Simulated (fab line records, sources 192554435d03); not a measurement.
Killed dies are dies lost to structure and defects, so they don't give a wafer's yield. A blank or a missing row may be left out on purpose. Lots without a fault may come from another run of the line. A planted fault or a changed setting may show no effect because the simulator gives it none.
fab line records | flow n5_finfet
record lots=5 wafers=15 last_day=17
route steps=1938 shown BEOL_M6@1248 BEOL_M7@1263
lots that met no fault: from a run of the same line without faults
start_h: hours from the record's first day to the start of the lot's first wafer shown | wait_h: hours since the lot's step before | " the same as in the row above | L1.1+2: a row that stands for several wafers | - no value, or no start given | * or withheld: withheld | < > ~ a bound
route shown NAME@n: a module of which the file shows steps, and the number in the route of the first | usual: mean/standard deviation of fault-free wafers | same: alike in all rows | chamber/n: place in a boat | sites: the reading at each site | _std_site: their standard deviation | _edge_site: outer sites' mean less inner sites' | radius_mm: how far each site lies from the wafer's centre | mask NAME#n: copy n | behind: the tool/chamber that last shaped the wafer | hold: why the lot was held/for how many hours/how that ended | device: the transistor (n, p or np) that didn't switch | end of line: the same wafers' tests at the end of the route | a step without rows: its recipe alone | killed: dies lost to structure and defects at the first sort, not the wafer's yield | map: a wafer's dies, x killed, . not, _ none there
set.NAME: the setting as run; set.NAME@STEP: as run at that earlier step | model.NAME: the simulator's own value behind a step, which no gauge read
lots at some steps of the route; a table a step, a row a wafer
services: from which hour (start_h, from the record's first day; less than 0 if before it) a tool's chamber was out of use, for how many hours, and why
## steps
# step N5_BEOL_M6_CURE_75
# recipe temp_c=370 time_s=120 ambient=DMADMS/He material=SiCOH_lowk
# usual lamp_power_pct=52.32/0.058 wafer_temp_C_max=371.9/0.45
# columns lot.wafer tool chamber start_h wait_h lamp_power_pct wafer_temp_C_max
L081.2 uv_cure-02 2 262.34 0.3 52.31 371.7
L081.3 " 2 " " 52.34 371.4
L081.6 " 2 " " 52.26 372.3
L082.2 uv_cure-03 2 271.94 0.3 52.31 372.1
L082.5 " 2 " " 52.27 372.8
L082.6 " 2 " " 52.34 372.3
L089.1 uv_cure-03 0 303.65 0.0 52.34 372.1
L089.3 " 0 " " 52.32 372.3
L089.4 " 0 " " 52.33 371.7
L091.4 uv_cure-01 0 310.79 0.2 52.38 372.3
L091.5 " 0 " " 52.30 371.7
L091.6 " 0 " " 52.28 371.9
L095.1 uv_cure-02 1 331.90 0.0 52.37 371.1
L095.2 " 1 " " 52.26 371.9
L095.4 " 1 " " 52.28 372.2
# step N5_BEOL_M6_DEGAS_44
# recipe ambient=vacuum temp_c=250 time_s=60
# usual heater_power_w=324/25 susceptor_temp_C=249.98/0.19
# columns lot.wafer tool chamber start_h wait_h heater_power_w susceptor_temp_C
L081.2 pvd_sputter-01 - 262.89 0.5 308 249.76
L081.3 " - " " 320 249.73
L081.6 " - " " 325 250.12
L082.2 pvd_sputter-01 - 272.21 0.2 300 249.68
L082.5 " - " " 319 250.05
L082.6 " - " " 343 249.92
L089.1 pvd_sputter-03 - 304.33 0.6 367 249.99
L089.3 " - " " 342 250.00
L089.4 " - " " 320 250.05
L091.4 pvd_sputter-01 - 311.22 0.4 323 250.24
L091.5 " - " " 322 250.05
L091.6 " - " " 350 249.90
L095.1 pvd_sputter-01 - 332.52 0.6 331 250.14
L095.2 " - " " 319 249.87
L095.4 " - " " 331 250.00
# step N5_BEOL_M6_PRE_CLEAN_45
# recipe gas=H2/He time_s=30 temp_c=250
# usual heater_power_w=323/25 susceptor_temp_C=249.99/0.17
# columns lot.wafer tool chamber start_h wait_h heater_power_w susceptor_temp_C
L081.2 pvd_sputter-01 - 262.93 0.0 298 250.05
L081.3 " - " " 324 249.97
L081.6 " - " " 319 250.03
L082.2 pvd_sputter-01 - 272.25 0.0 307 250.05
L082.5 " - " " 326 249.56
L082.6 " - " " 350 249.79
L089.1 pvd_sputter-03 - 304.37 0.0 370 249.95
L089.3 " - " " 335 249.81
L089.4 " - " " 304 250.22
L091.4 pvd_sputter-01 - 311.26 0.0 319 249.86
L091.5 " - " " 309 250.39
L091.6 " - " " 343 250.14
L095.1 pvd_sputter-01 - 332.56 0.0 323 250.28
L095.2 " - " " 324 250.13
L095.4 " - " " 322 250.43
# step N5_BEOL_M6_ALD_77
# recipe material=TaN target_thk_a=20 temp_c=275 ald_precursor_family=PDMAT ald_co_reactant=NH3 pressure_torr=3 carrier_flow_sccm=1500 pulse_time_s=2 purge_time_s=3 co_reactant_purge_time_s=2 co_reactant_pulse_time_s=3 ald_cycles=40 precursor_vessel_temp_c=75 precursor_vessel_pressure_torr=26.25 precursor_vessel_carrier_sccm=1000
# usual chamber_pressure_Torr=3.000/0.0061 heater_power_w=446/29 susceptor_temp_C=275.00/0.16
# columns lot.wafer tool chamber start_h wait_h chamber_pressure_Torr heater_power_w susceptor_temp_C
L081.2 ald_metal-01 0 262.99 0.0 2.996 467 274.91
L081.3 " 3 " " 2.995 436 274.97
L081.6 " 2 " " 2.997 427 275.12
L082.2 ald_metal-02 3 272.33 0.1 2.992 452 275.02
L082.5 " 1 " " 2.995 439 275.21
L082.6 " 0 " " 3.013 418 275.19
L089.1 ald_metal-02 2 304.43 0.0 3.001 459 274.98
L089.3 " 1 " " 3.002 439 274.98
L089.4 " 3 " " 2.996 453 275.16
L091.4 ald_metal-04 3 311.32 0.0 2.992 480 274.84
L091.5 " 1 " " 3.005 400 275.41
L091.6 " 2 " " 2.997 406 274.76
L095.1 ald_metal-02 3 332.62 0.0 3.003 452 275.18
L095.2 " 0 " " 3.001 413 274.99
L095.4 " 1 " " 3.002 441 275.08
# step N5_BEOL_M6_SURFACE_TREAT_79
# recipe gas=Ar time_s=* ion_energy_ev=* ion_current_ma_cm2=0.5 pressure_mtorr=* ar_flow_sccm=30
# usual throttle_valve_pct=*
# columns lot.wafer tool chamber start_h wait_h throttle_valve_pct
L081.2 pvd_sputter-02 - 263.29 0.2 *
L081.3 " - " " *
L081.6 " - " " *
L082.2 pvd_sputter-03 - 272.62 0.2 *
L082.5 " - " " *
L082.6 " - " " *
L089.1 pvd_sputter-03 - 304.81 0.2 *
L089.3 " - " " *
L089.4 " - " " *
L091.4 pvd_sputter-02 - 311.66 0.2 *
L091.5 " - " " *
L091.6 " - " " *
L095.1 pvd_sputter-02 - 334.15 1.4 *
L095.2 " - " " *
L095.4 " - " " *
# step N5_BEOL_M6_CVD_78
# recipe material=Co target_thk_a=20 temp_c=withheld precursor=CCTBA/H2 pressure_torr=30 time_s=142.3
# usual chamber_pressure_Torr=29.99/0.077
# columns lot.wafer tool chamber start_h wait_h chamber_pressure_Torr
L081.2 cvd_co-01 0 263.40 0.1 29.90
L081.3 " 2 " " 30.08
L081.6 " 1 " " 29.96
L082.2 cvd_co-01 2 272.77 0.1 29.87
L082.5 " 0 " " 30.00
L082.6 " 1 " " 29.95
L089.1 cvd_co-01 2 304.89 0.1 29.95
L089.3 " 0 " " 29.99
L089.4 " 0 " " 29.99
L091.4 cvd_co-02 2 311.85 0.2 30.00
L091.5 " 1 " " 30.06
L091.6 " 0 " " 29.96
L095.1 cvd_co-01 2 334.21 0.0 29.94
L095.2 " 0 " " 30.04
L095.4 " 2 " " 29.99
# step N5_BEOL_M6_SPUTTER_48
# recipe material=Cu target_thk_a=100 temp_c=-20 bias_v=60 power_w=26000 chamber_pressure_pa=0.13 time_s=1.667
# usual chuck_sensor_temp_C=-16.0/0.41 susceptor_temp_C=-19.99/0.097 throttle_valve_pct=29.9/0.8
# columns lot.wafer tool chamber start_h wait_h chuck_sensor_temp_C susceptor_temp_C throttle_valve_pct
L081.2 pvd_sputter-02 - 263.61 0.2 -15.6 -19.91 30.5
L081.3 " - " " -15.8 -20.10 29.8
L081.6 " - " " -16.7 -20.03 29.9
L082.2 pvd_sputter-01 - 272.93 0.1 -16.2 -19.92 30.8
L082.5 " - " " -16.1 -19.99 30.5
L082.6 " - " " -15.2 -19.99 29.0
L089.1 pvd_sputter-02 - 305.19 0.3 -16.8 -20.09 30.0
L089.3 " - " " -15.7 -19.89 30.2
L089.4 " - " " -15.7 -20.07 30.4
L091.4 pvd_sputter-02 - 312.24 0.3 -16.7 -20.07 29.9
L091.5 " - " " -15.6 -20.08 29.8
L091.6 " - " " -16.4 -19.92 29.9
L095.1 pvd_sputter-02 - 334.39 0.1 -15.6 -19.87 29.5
L095.2 " - " " -16.6 -19.97 30.0
L095.4 " - " " -15.7 -20.09 30.2
# step N5_BEOL_M6_ECD_50
# recipe material=Cu target_thk_a=3000
# columns lot.wafer tool chamber start_h wait_h
L081.2+3+6 ecd_cu-02 1,0,0 263.73 0.1
L082.2+5+6 ecd_cu-02 1,0,1 273.05 0.1
L089.1+3+4 ecd_cu-02 0,0,1 305.31 0.1
L091.4+5+6 ecd_cu-02 0,0,1 312.39 0.1
L095.1+2+4 ecd_cu-02 1,0,0 334.50 0.1
# step N5_BEOL_M6_ANNEAL_51
# recipe temp_c=225 time_s=90 ambient=N2
# usual wafer_temp_C_max=225.72/0.26
# columns lot.wafer tool chamber start_h wait_h wafer_temp_C_max
L081.2 rtp_anneal-01 0 263.86 0.1 225.52
L081.3 " 0 " " 225.74
L081.6 " 0 " " 226.28
L082.2 rtp_anneal-01 0 273.38 0.3 225.49
L082.5 " 0 " " 225.60
L082.6 " 0 " " 225.43
L089.1 rtp_anneal-02 0 305.65 0.3 225.80
L089.3 " 0 " " 226.21
L089.4 " 0 " " 226.09
L091.4 rtp_anneal-01 0 312.85 0.4 225.69
L091.5 " 0 " " 225.52
L091.6 " 0 " " 225.77
L095.1 rtp_anneal-01 0 334.60 0.1 226.11
L095.2 " 0 " " 226.02
L095.4 " 0 " " 225.66
# step N5_BEOL_M6_CMP_52
# recipe stop_on=SiCOH_lowk t_overpolish_s=6.9 down_force_psi=1 platen_rpm=50 clearing_platen_down_force_psi=1.5 clearing_platen_rpm=50 post_cmp_clean=cu_alkaline target_thk_nm=80 clearing_platen_pad_velocity_m_s=0.99484 pad_velocity_m_s=0.99484
# usual barrier_field_endpoint_s=28.6/0.73 motor_current_A=6.1/0.68 overpolish_run_s=6.901/0.0097 time_to_endpoint_s=61/3.6
# columns lot.wafer tool chamber start_h wait_h barrier_field_endpoint_s motor_current_A overpolish_run_s time_to_endpoint_s
L081.2 cmp-02 1 264.19 0.3 27.2 7.8 6.906 56
L081.3 " 2 " " 28.9 5.8 6.897 66
L081.6 " 0 " " 28.0 6.5 6.902 56
L082.2 cmp-04 1 273.74 0.3 27.6 5.6 6.885 61
L082.5 " 3 " " 27.1 6.6 6.897 58
L082.6 " 0 " " 28.9 6.7 6.880 63
L089.1 cmp-02 2 305.95 0.3 29.0 5.6 6.892 63
L089.4 " 3 " " 27.9 5.3 6.906 55
L089.3 " 1 " " 28.4 7.3 6.904 60
L091.4 cmp-02 1 313.01 0.1 27.8 7.2 6.891 58
L091.5 " 1 " " 28.4 7.5 6.917 57
L091.6 " 2 " " 28.9 5.6 6.908 59
L095.1 cmp-03 3 334.93 0.3 28.6 6.2 6.898 63
L095.2 " 0 " " 28.5 6.2 6.906 63
L095.4 " 1 " " 29.4 6.1 6.895 64
# step N5_BEOL_M6_THK_MEAS_53
# recipe thk_meas_gauge=xrf reads=Cu_of_BEOL_M6_ECD_50
# usual M6_THK=79.6/2.2
# columns lot.wafer tool chamber start_h wait_h M6_THK[nm]
L081.2 film_metro-01 - 264.41 - 76.4
L081.3 " - " " 81.7
L081.6 " - " " 78.7
L082.2 film_metro-02 - 273.96 - 77.2
L082.5 " - " " 76.4
L082.6 " - " " 81.3
L089.1 film_metro-02 - 306.25 - 79.1
L089.3 " - " " 79.4
L089.4 " - " " 77.9
L091.4 film_metro-01 - 313.31 - 81.1
L091.5 " - " " 78.0
L091.6 " - " " 82.7
L095.1 film_metro-02 - 335.19 - 81.9
L095.2 " - " " 77.5
L095.4 " - " " 80.4
# step N5_BEOL_M6_PRE_CLEAN_55
# recipe gas=NH3 time_s=15 temp_c=withheld rf_power_w=300
# columns lot.wafer tool chamber start_h wait_h
L081.2+3+6 pecvd-03 2,0,0 264.45 0.0
L082.2+5+6 pecvd-04 0,0,1 274.00 0.0
L089.1+3+4 pecvd-03 2,0,0 306.33 0.1
L091.4+5+6 pecvd-04 1,0,2 313.36 0.0
L095.1+2+4 pecvd-03 2,0,1 335.23 0.0
# step N5_BEOL_M6_DEP_56
# recipe material=SiCN target_thk_a=100 temp_c=withheld precursor=3MS/NH3 pressure_torr=3 rf_w=202 time_s=17.5
# usual chamber_pressure_Torr=3.000/0.0067 showerhead_plenum_p_Torr=3.664/0.015 showerhead_vpp_V=935/54 throttle_valve_pct=9.2/0.65
# columns lot.wafer tool chamber start_h wait_h chamber_pressure_Torr showerhead_plenum_p_Torr showerhead_vpp_V throttle_valve_pct
L081.2 pecvd-03 2 264.47 0.0 3.004 3.664 955 8.6
L081.3 " 0 " " 3.002 3.673 888 9.6
L081.6 " 0 " " 3.003 3.685 891 10.1
L082.2 pecvd-04 0 274.02 0.0 2.990 3.686 991 8.8
L082.5 " 0 " " 3.007 3.688 996 9.0
L082.6 " 1 " " 2.981 3.668 1027 9.2
L089.1 pecvd-03 2 306.36 0.0 2.995 3.678 975 8.8
L089.3 " 0 " " 2.994 3.685 885 9.7
L089.4 " 0 " " 3.004 3.680 894 9.8
L091.4 pecvd-04 1 313.39 0.0 2.997 3.661 1026 9.5
L091.5 " 0 " " 3.000 3.674 993 9.1
L091.6 " 2 " " 3.004 3.650 887 8.4
L095.1 pecvd-03 2 335.25 0.0 3.001 3.671 957 8.8
L095.2 " 0 " " 3.000 3.682 889 9.8
L095.4 " 1 " " 3.009 3.634 876 9.5
# step N5_BEOL_M6_RS_MEAS_57
# recipe thk_meas_gauge=four-point-probe reads=Cu_of_BEOL_M6_ECD_50+Co_of_BEOL_M6_CVD_78+TaN_of_BEOL_M6_ALD_77
# usual M6_RS=0.288/0.0089
# columns lot.wafer tool chamber start_h wait_h M6_RS[ohm/sq]
L081.2 film_metro-01 - 264.54 0.1 0.300
L081.3 " - " " 0.278
L081.6 " - " " 0.291
L082.2 film_metro-01 - 274.09 0.1 0.298
L082.5 " - " " 0.302
L082.6 " - " " 0.281
L089.1 film_metro-02 - 306.43 0.1 0.292
L089.3 " - " " 0.290
L089.4 " - " " 0.296
L091.4 film_metro-01 - 313.44 0.0 0.283
L091.5 " - " " 0.297
L091.6 " - " " 0.277
L095.1 film_metro-02 - 335.32 0.1 0.277
L095.2 " - " " 0.294
L095.4 " - " " 0.282
# step N5_BEOL_M6_INSPECT_58
# recipe inspect_instrument=darkfield mode=post_dep
# usual raw_defect_count=75/21
# columns lot.wafer tool chamber start_h wait_h raw_defect_count
L081.2 defect_inspect-01 - 264.57 0.0 44
L081.3 " - " " 52
L081.6 " - " " 70
L082.2 defect_inspect-01 - 274.12 0.0 86
L082.5 " - " " 114
L082.6 " - " " 70
L089.1 defect_inspect-01 - 306.45 0.0 99
L089.3 " - " " 67
L089.4 " - " " 72
L091.4 defect_inspect-01 - 313.47 0.0 91
L091.5 " - " " 85
L091.6 " - " " 62
L095.1 defect_inspect-01 - 335.35 0.0 75
L095.2 " - " " 82
L095.4 " - " " 72
# step N5_BEOL_M7_ILD_DEP_00
# recipe material=SiCOH_lowk target_thk_a=1797.5 temp_c=300 precursor=DEMS/porogen pressure_torr=5 rf_w=500 time_s=33.4
# usual chamber_pressure_Torr=5.000/0.0097 heater_power_w=325/60 showerhead_plenum_p_Torr=5.742/0.014 showerhead_vpp_V=1417/110 susceptor_temp_C=300.00/0.19 throttle_valve_pct=14.0/0.94
# columns lot.wafer tool chamber start_h wait_h chamber_pressure_Torr heater_power_w showerhead_plenum_p_Torr showerhead_vpp_V susceptor_temp_C throttle_valve_pct
L081.2 pecvd-04 0 264.60 0.0 4.996 385 5.753 1554 299.86 13.7
L081.3 " 2 " " 4.999 280 5.726 1344 300.03 13.0
L081.6 " 1 " " 5.003 338 5.726 1612 299.87 13.8
L082.2 pecvd-01 0 274.15 0.0 5.004 495 5.742 1462 300.12 16.8
L082.5 " 1 " " 4.984 291 5.739 1404 300.19 13.5
L082.6 " 0 " " 5.000 511 5.732 1520 299.77 16.6
L089.1 pecvd-02 2 306.49 0.0 4.992 309 5.740 1402 300.16 13.3
L089.3 " 0 " " 4.991 302 5.767 1411 300.10 13.8
L089.4 " 2 " " 4.981 312 5.735 1401 299.80 13.2
L091.4 pecvd-04 1 313.52 0.1 4.991 352 5.714 1599 299.98 14.0
L091.5 " 2 " " 5.007 265 5.729 1377 299.56 13.1
L091.6 " 0 " " 5.013 384 5.747 1582 300.06 13.9
L095.1 pecvd-01 0 335.39 0.0 5.014 471 5.739 1511 300.00 16.6
L095.2 " 1 " " 5.017 357 5.752 1408 300.24 13.4
L095.4 " 1 " " 5.009 369 5.762 1423 300.17 13.6
# step N5_BEOL_M7_CURE_74
# recipe temp_c=385 time_s=240 ambient=He/Ar material=SiCOH_lowk
# usual lamp_power_pct=52.31/0.053 wafer_temp_C_max=387.0/0.51
# columns lot.wafer tool chamber start_h wait_h lamp_power_pct wafer_temp_C_max
L081.2 uv_cure-01 1 264.75 0.1 52.27 387.8
L081.3 " 1 " " 52.29 387.3
L081.6 " 1 " " 52.31 386.9
L082.2 uv_cure-03 2 274.30 0.1 52.36 387.3
L082.5 " 2 " " 52.40 386.7
L082.6 " 2 " " 52.32 386.7
L089.1 uv_cure-01 0 306.55 0.0 52.36 386.9
L089.3 " 0 " " 52.40 387.1
L089.4 " 0 " " 52.29 387.2
L091.4 uv_cure-02 2 313.81 0.3 52.29 386.5
L091.5 " 2 " " 52.31 386.9
L091.6 " 2 " " 52.42 386.8
L095.1 uv_cure-02 2 335.46 0.0 52.37 387.8
L095.2 " 2 " " 52.26 387.2
L095.4 " 2 " " 52.42 387.0
# step N5_BEOL_M7_THK_MEAS_01
# recipe reads=SiCOH_lowk_of_BEOL_M7_ILD_DEP_00
# usual M7_ILD_THK=155.1/2
# columns lot.wafer tool chamber start_h wait_h M7_ILD_THK[nm]
L081.2 film_metro-02 - 265.18 0.4 156.5
L081.3 " - " " 154.5
L081.6 " - " " 157.1
L082.2 film_metro-02 - 274.73 0.4 153.0
L082.5 " - " " 158.6
L082.6 " - " " 155.4
L089.1 film_metro-01 - 307.07 0.4 155.2
L089.3 " - " " 151.9
L089.4 " - " " 157.4
L091.4 film_metro-02 - 314.08 0.2 155.4
L091.5 " - " " 155.9
L091.6 " - " " 156.9
L095.1 film_metro-01 - 335.97 0.4 151.7
L095.2 " - " " 154.0
L095.4 " - " " 158.0
# step N5_BEOL_M7_PECVD_70
# recipe material=SiO2 target_thk_a=200 temp_c=400 precursor=TEOS/O2 pressure_torr=5.5 rf_w=450 teos_flow_sccm=53.8 gas=O2 flow_sccm=3000 time_s=22.7
# usual chamber_pressure_Torr=5.501/0.012 heater_power_w=766/120 showerhead_plenum_p_Torr=8.79/0.051 showerhead_vpp_V=1382/97 susceptor_temp_C=400.00/0.22 throttle_valve_pct=22.6/1.6
# columns lot.wafer tool chamber start_h wait_h chamber_pressure_Torr heater_power_w showerhead_plenum_p_Torr showerhead_vpp_V susceptor_temp_C throttle_valve_pct
L081.2 pecvd-02 2 265.22 0.0 5.500 617 8.80 1339 399.99 21.1
L081.3 " 1 " " 5.487 700 8.78 1203 399.55 23.8
L081.6 " 2 " " 5.478 609 8.79 1329 400.00 21.3
L082.2 pecvd-01 0 274.77 0.0 5.481 1043 8.78 1416 399.59 27.0
L082.5 " 1 " " 5.494 801 8.84 1338 399.77 21.9
L082.6 " 2 " " 5.516 633 8.75 1368 399.66 22.5
L089.1 pecvd-02 2 307.10 0.0 5.501 670 8.77 1320 399.99 21.1
L089.3 " 0 " " 5.496 790 8.85 1318 400.06 22.4
L089.4 " 0 " " 5.505 788 8.86 1332 400.37 22.4
L091.4 pecvd-02 2 314.14 0.1 5.487 754 8.80 1341 400.06 21.3
L091.5 " 1 " " 5.496 634 8.80 1200 400.13 23.8
L091.6 " 0 " " 5.479 808 8.85 1362 400.09 22.5
L095.1 pecvd-04 1 336.01 0.0 5.508 777 8.74 1557 400.26 22.4
L095.2 " 0 " " 5.508 864 8.86 1471 399.70 22.4
L095.4 " 2 " " 5.482 654 8.70 1273 399.84 21.0
# step N5_BEOL_M7_HM_DEP_02
# recipe material=TiN target_thk_a=200 temp_c=25 chamber_pressure_pa=0.49996
# usual susceptor_temp_C=24.99/0.11 throttle_valve_pct=29.9/0.87
# columns lot.wafer tool chamber start_h wait_h susceptor_temp_C throttle_valve_pct
L081.2 pvd_sputter-01 - 268.28 3.0 24.95 28.7
L081.3 " - " " 24.82 30.5
L081.6 " - " " 24.87 30.5
L082.2 pvd_sputter-02 - 275.94 1.2 25.12 30.0
L082.5 " - " " 25.00 29.6
L082.6 " - " " 24.88 30.4
L089.1 pvd_sputter-03 - 307.41 0.3 25.07 28.4
L089.3 " - " " 24.89 31.5
L089.4 " - " " 24.97 29.6
L091.4 pvd_sputter-02 - 316.84 2.7 24.87 29.8
L091.5 " - " " 24.93 29.8
L091.6 " - " " 25.05 30.6
L095.1 pvd_sputter-03 - 337.32 1.3 24.77 28.1
L095.2 " - " " 25.04 31.7
L095.4 " - " " 25.06 29.6
# step N5_BEOL_M7_COAT_59
# recipe resist=SOC temp_c=250 time_s=60 spin_rpm=1500 resist_thk_nm=100
# columns lot.wafer tool chamber start_h wait_h
L081.2+3+6 litho_track-01 0 268.41 0.1
L082.2+5+6 litho_track-04 0 276.07 0.1
L089.1+3+4 litho_track-03 0 307.53 0.1
L091.4+5+6 litho_track-03 0 316.97 0.1
L095.1+2+4 litho_track-03 0 337.46 0.1
# step N5_BEOL_M7_COAT_60
# recipe resist=SiARC temp_c=220 time_s=60 spin_rpm=1500 resist_thk_nm=35
# columns lot.wafer tool chamber start_h wait_h
L081.2+3+6 litho_track-01 0 - -
L082.2+5+6 litho_track-04 0 - -
L089.1+3+4 litho_track-03 0 - -
L091.4+5+6 litho_track-03 0 - -
L095.1+2+4 litho_track-03 0 - -
# step N5_BEOL_M7_COAT_05
# recipe resist=CAR-ArF spin_rpm=1500 resist_thk_nm=90
# columns lot.wafer tool chamber start_h wait_h
L081.2+3+6 litho_track-01 0 - -
L082.2+5+6 litho_track-04 0 - -
L089.1+3+4 litho_track-03 0 - -
L091.4+5+6 litho_track-03 0 - -
L095.1+2+4 litho_track-03 0 - -
# step N5_BEOL_M7_EBR_07
# recipe solvent=PGMEA ebr_width_mm=1.5
# columns lot.wafer tool chamber start_h wait_h
L081.2+3+6 litho_track-01 0 - -
L082.2+5+6 litho_track-04 0 - -
L089.1+3+4 litho_track-03 0 - -
L091.4+5+6 litho_track-03 0 - -
L095.1+2+4 litho_track-03 0 - -
# step N5_BEOL_M7_SOFTBAKE_06
# recipe temp_c=110 time_s=60 resist=CAR-ArF
# columns lot.wafer tool chamber start_h wait_h
L081.2+3+6 litho_track-01 0 - -
L082.2+5+6 litho_track-04 0 - -
L089.1+3+4 litho_track-03 0 - -
L091.4+5+6 litho_track-03 0 - -
L095.1+2+4 litho_track-03 0 - -
# step N5_BEOL_M7_EXPOSE_08
# recipe mask_id=M7 na=1.35 source_shape=dipole sigma_inner=0.817 sigma_outer=0.97 polarization=te dose_mj=68.25
# usual focus_offset_nm=0.0/0.58
# same sigma_inner=0.817
# columns lot.wafer tool chamber start_h wait_h mask focus_offset_nm
L081.2 arfi_scanner-01 0 268.66 - M7#0 0.1
L081.3 " 0 " " M7#0 0.3
L081.6 " 0 " " M7#0 -0.3
L082.2 arfi_scanner-03 0 276.32 - M7#0 0.5
L082.5 " 0 " " M7#0 0.3
L082.6 " 0 " " M7#0 1.1
L089.1 arfi_scanner-02 0 307.78 - M7#0 -0.2
L089.3 " 0 " " M7#0 -0.7
L089.4 " 0 " " M7#0 -0.5
L091.4 arfi_scanner-02 0 317.11 - M7#0 0.8
L091.5 " 0 " " M7#0 1.0
L091.6 " 0 " " M7#0 0.6
L095.1 arfi_scanner-03 0 337.71 - M7#0 -0.6
L095.2 " 0 " " M7#0 0.4
L095.4 " 0 " " M7#0 -0.1
# step N5_BEOL_M7_PEB_09
# recipe peb_temp_c=withheld peb_time_s=60 resist=CAR-ArF
# columns lot.wafer tool chamber start_h wait_h
L081.2+3+6 litho_track-04 0 268.72 0.0
L082.2+5+6 litho_track-03 0 276.38 0.0
L089.1+3+4 litho_track-04 0 307.84 0.1
L091.4+5+6 litho_track-03 0 317.15 0.0
L095.1+2+4 litho_track-04 0 337.77 0.1
# step N5_BEOL_M7_DEVELOP_10
# recipe develop_time_s=30 developer=TMAH resist=CAR-ArF rinse_liquid=diw dry=air_spin dev_temp_c=23
# same develop_time_s=30
# columns lot.wafer tool chamber start_h wait_h
L081.2+3+6 litho_track-04 0 - -
L082.2+5+6 litho_track-03 0 - -
L089.1+3+4 litho_track-04 0 - -
L091.4+5+6 litho_track-03 0 - -
L095.1+2+4 litho_track-04 0 - -
# step N5_BEOL_M7_CD_MEAS_11
# recipe target_cd_nm=38.5 landing_energy_ev=500 detector=se_inlens polarity=opening
# usual cd_nm=38.7/0.47
# columns lot.wafer tool chamber start_h wait_h cd_nm
L081.2 cd_sem-03 0 268.78 - 38.7
L081.3 " 0 " " 38.8
L081.6 " 0 " " 39.4
L082.2 cd_sem-01 0 276.44 - 39.0
L082.5 " 0 " " 38.7
L082.6 " 0 " " 38.4
L089.1 cd_sem-03 0 307.90 - 39.0
L089.3 " 0 " " 38.7
L089.4 " 0 " " 39.5
L091.4 cd_sem-02 0 317.22 - 39.4
L091.5 " 0 " " 39.4
L091.6 " 0 " " 38.5
L095.1 cd_sem-01 0 337.83 - 38.6
L095.2 " 0 " " 39.2
L095.4 " 0 " " 38.3
# step N5_BEOL_M7_OVL_MEAS_12
# recipe points_per_wafer=44
# usual M7_OVL=0.5/0.59
# columns lot.wafer tool chamber start_h wait_h M7_OVL[nm]
L081.2 overlay-01 0 268.81 0.0 -0.3
L081.3 " 0 " " 0.8
L081.6 " 0 " " 0.5
L082.2 overlay-02 0 276.47 0.0 -0.4
L082.5 " 0 " " 1.4
L082.6 " 0 " " 1.0
L089.1 overlay-01 0 307.93 0.0 0.7
L089.3 " 0 " " 0.6
L089.4 " 0 " " 0.7
L091.4 overlay-02 0 317.25 0.0 0.9
L091.5 " 0 " " 1.1
L091.6 " 0 " " 1.2
L095.1 overlay-01 0 337.86 0.0 0.3
L095.2 " 0 " " 0.7
L095.4 " 0 " " 1.7
# step N5_BEOL_M7_INSPECT_13
# recipe mode=adi inspect_instrument=brightfield
# usual raw_defect_count=474/120
# columns lot.wafer tool chamber start_h wait_h raw_defect_count
L081.2 defect_inspect-02 - 268.84 0.0 360
L081.3 " - " " 444
L081.6 " - " " 534
L082.2 defect_inspect-02 - 276.50 0.0 505
L082.5 " - " " 596
L082.6 " - " " 547
L089.1 defect_inspect-02 - 307.96 0.0 658
L089.3 " - " " 563
L089.4 " - " " 559
L091.4 defect_inspect-01 - 317.28 0.0 443
L091.5 " - " " 449
L091.6 " - " " 293
L095.1 defect_inspect-01 - 337.89 0.0 691
L095.2 " - " " 439
L095.4 " - " " 420
# step N5_BEOL_M7_DESCUM_16
# recipe chemistry=O2 time_s=7.9 source_power_w=50 bias_power_w=20 pressure_mtorr=20 rf_frequency_hz=2.712e+07 temp_c=40 resist=CAR-ArF o2_flow_sccm=225
# usual drypump_motor_current_A=5.6/0.47 oes_product_au=0.81/0.08 rf_vpp_V=243.2/1.6 showerhead_plenum_p_Torr=2.10/0.087 throttle_valve_pct=20.52/0.2
# columns lot.wafer tool chamber start_h wait_h drypump_motor_current_A oes_product_au rf_hours_counter_h rf_vpp_V showerhead_plenum_p_Torr throttle_valve_pct
L081.2 rie_diel-05 0 268.90 0.1 5.4 0.69 248 243.1 1.96 20.52
L081.3 " 1 " " 6.3 0.69 212 243.5 2.08 20.79
L081.6 " 0 " " 5.4 0.69 - 240.5 1.96 20.50
L082.2 rie_diel-02 0 276.53 0.0 5.8 0.69 220 242.7 2.08 20.77
L082.5 " 0 " " 5.8 0.70 - 241.6 2.08 20.75
L082.6 " 3 " " 5.7 0.88 - 242.4 2.04 20.45
L089.1 rie_diel-05 3 308.23 0.3 5.9 0.81 82 244.5 2.21 20.33
L089.3 " 0 " " 5.4 0.96 4 244.5 2.22 20.26
L089.4 " 1 " " 6.3 0.68 227 243.0 2.07 20.80
L091.4 rie_diel-02 3 317.75 0.5 5.7 0.87 64 242.2 2.03 20.49
L091.5 " 1 " " 5.1 0.86 - 242.3 2.03 20.48
L091.6 " 2 " " 5.8 0.81 - 245.9 2.21 20.40
L095.1 rie_diel-02 3 337.92 0.0 5.7 0.84 71 242.7 2.03 20.50
L095.2 " 1 " " 5.0 0.85 60 242.0 2.03 20.49
L095.4 " 0 " " 5.8 0.68 241 242.4 2.07 20.82
## services
# columns tool chamber start_h hours kind
rie_diel-05 1 238.66 19.1 repair
uv_cure-03 - 239.14 13.3 repair
arfi_scanner-03 - 239.90 1.0 pm
arfi_scanner-03 - 240.90 3.9 pm
uv_cure-02 - 241.75 0.9 repair
ald_metal-01 - 243.15 0.7 repair
ald_metal-02 1 248.98 6.2 repair
rie_diel-02 3 253.47 2.3 repair
cvd_co-01 - 255.69 0.6 repair
pecvd-01 - 256.66 1.3 repair
uv_cure-03 - 261.69 2.8 repair
cmp-03 - 263.43 1.4 repair
arfi_scanner-02 - 264.82 0.8 pm
arfi_scanner-02 - 269.50 1.3 pm
arfi_scanner-03 - 286.60 0.3 repair
arfi_scanner-02 - 288.95 3.9 pm
uv_cure-01 - 290.49 2.1 pm
pecvd-01 2 293.32 26.4 repair
arfi_scanner-03 - 294.10 1.3 repair
pvd_sputter-01 - 312.40 8.6 repair
arfi_scanner-03 - 313.40 1.0 pm
arfi_scanner-03 - 335.02 1.0 repair
ald_metal-02 - 337.25 14.0 pm
arfi_scanner-02 - 337.40 5.3 repair
## key
fault none
